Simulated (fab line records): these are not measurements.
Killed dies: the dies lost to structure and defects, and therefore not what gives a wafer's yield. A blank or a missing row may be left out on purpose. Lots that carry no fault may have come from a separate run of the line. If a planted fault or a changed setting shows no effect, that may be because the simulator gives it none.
Chamber matching || flow nand-harc || cmp-04 running NHARC_P_BONDPAD_CMP_32: 4 sister chambers
The step polishes SiCN, target thk 200 nm. 22 wafers are shown with their chamber, then 11 later ones without.

## WAFERS PAIRED WITH THEIR CHAMBERS
{"wafer": "L074.1", "chamber": 3, "motor-current-A (A)": 10.0}
{"wafer": "L074.3", "chamber": 0, "motor-current-A (A)": 13.1}
{"wafer": "L074.4", "chamber": 2, "motor-current-A (A)": 11.1}
{"wafer": "L079.1", "chamber": 2, "motor-current-A (A)": 11.8}
{"wafer": "L079.4", "chamber": 3, "motor-current-A (A)": 10.7}
{"wafer": "L079.6", "chamber": 0, "motor-current-A (A)": 12.4}
{"wafer": "L080.1", "chamber": 3, "motor-current-A (A)": 10.5}
{"wafer": "L080.4", "chamber": 2, "motor-current-A (A)": 12.0}
{"wafer": "L080.5", "chamber": 1, "motor-current-A (A)": 10.8}
{"wafer": "L084.3", "chamber": 0, "motor-current-A (A)": 12.5}
{"wafer": "L084.4", "chamber": 1, "motor-current-A (A)": 11.6}
{"wafer": "L084.6", "chamber": 1, "motor-current-A (A)": 11.3}
{"wafer": "L085.1", "chamber": 1, "motor-current-A (A)": 11.6}
{"wafer": "L085.5", "chamber": 1, "motor-current-A (A)": 10.8}
{"wafer": "L085.6", "chamber": 2, "motor-current-A (A)": 11.7}
{"wafer": "L087.2", "chamber": 0, "motor-current-A (A)": 13.2}
{"wafer": "L087.3", "chamber": 2, "motor-current-A (A)": 11.9}
{"wafer": "L087.5", "chamber": 2, "motor-current-A (A)": 11.0}
{"wafer": "L088.1", "chamber": 1, "motor-current-A (A)": 11.4}
{"wafer": "L088.3", "chamber": 3, "motor-current-A (A)": 10.6}
{"wafer": "L088.4", "chamber": 2, "motor-current-A (A)": 11.5}
{"wafer": "L092.1", "chamber": 1, "motor-current-A (A)": 12.0}

SIGNATURES (means of the wafers above)
{"reading": "motor-current-A", "chamber 0": 12.800, "chamber 1": 11.357, "chamber 2": 11.571, "chamber 3": 10.450, "scatter within a chamber": 0.399}
Rule: distance of a wafer from a chamber = root of the sum over the readings of ((wafer's reading minus chamber's mean) / reading's scatter) squared. If the next closest chamber is less than 2 further off than the closest, the wafer can't be placed; otherwise it belongs to the closest. The scatter: take each reading less its chamber's mean, square it, sum over the shown wafers, divide by the number of wafers less the number of chambers, and take the root.

## WAFERS WHOSE CHAMBER IS MISSING
{"wafer": "L092.4", "motor-current-A (A)": 11.8}
{"wafer": "L092.6", "motor-current-A (A)": 11.3}
{"wafer": "L094.3", "motor-current-A (A)": 10.4}
{"wafer": "L094.4", "motor-current-A (A)": 11.1}
{"wafer": "L094.5", "motor-current-A (A)": 11.2}
{"wafer": "L093.2", "motor-current-A (A)": 11.8}
{"wafer": "L093.4", "motor-current-A (A)": 10.2}
{"wafer": "L093.6", "motor-current-A (A)": 11.5}
{"wafer": "L095.2", "motor-current-A (A)": 11.8}
{"wafer": "L095.4", "motor-current-A (A)": 11.6}
{"wafer": "L095.6", "motor-current-A (A)": 11.8}

## WHICH CHAMBER EACH ONE RAN IN
{"wafer": "L092.4", "from the rows above": "can't be placed: 2 or 1 or 0", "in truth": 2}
{"wafer": "L092.6", "from the rows above": "can't be placed: 1 or 2 or 3", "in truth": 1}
{"wafer": "L094.3", "from the rows above": 3, "in truth": 3}
{"wafer": "L094.4", "from the rows above": "can't be placed: 1 or 2 or 3", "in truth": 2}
{"wafer": "L094.5", "from the rows above": "can't be placed: 1 or 2 or 3", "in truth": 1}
{"wafer": "L093.2", "from the rows above": "can't be placed: 2 or 1 or 0", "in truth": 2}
{"wafer": "L093.4", "from the rows above": 3, "in truth": 3}
{"wafer": "L093.6", "from the rows above": "can't be placed: 2 or 1", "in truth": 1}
{"wafer": "L095.2", "from the rows above": "can't be placed: 2 or 1 or 0", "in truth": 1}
{"wafer": "L095.4", "from the rows above": "can't be placed: 2 or 1", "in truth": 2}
{"wafer": "L095.6", "from the rows above": "can't be placed: 2 or 1 or 0", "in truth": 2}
2 of 11 placed correctly. Can't be placed from these rows: 9 (the true chamber is among the candidates in 9). Wrongly placed: 0.
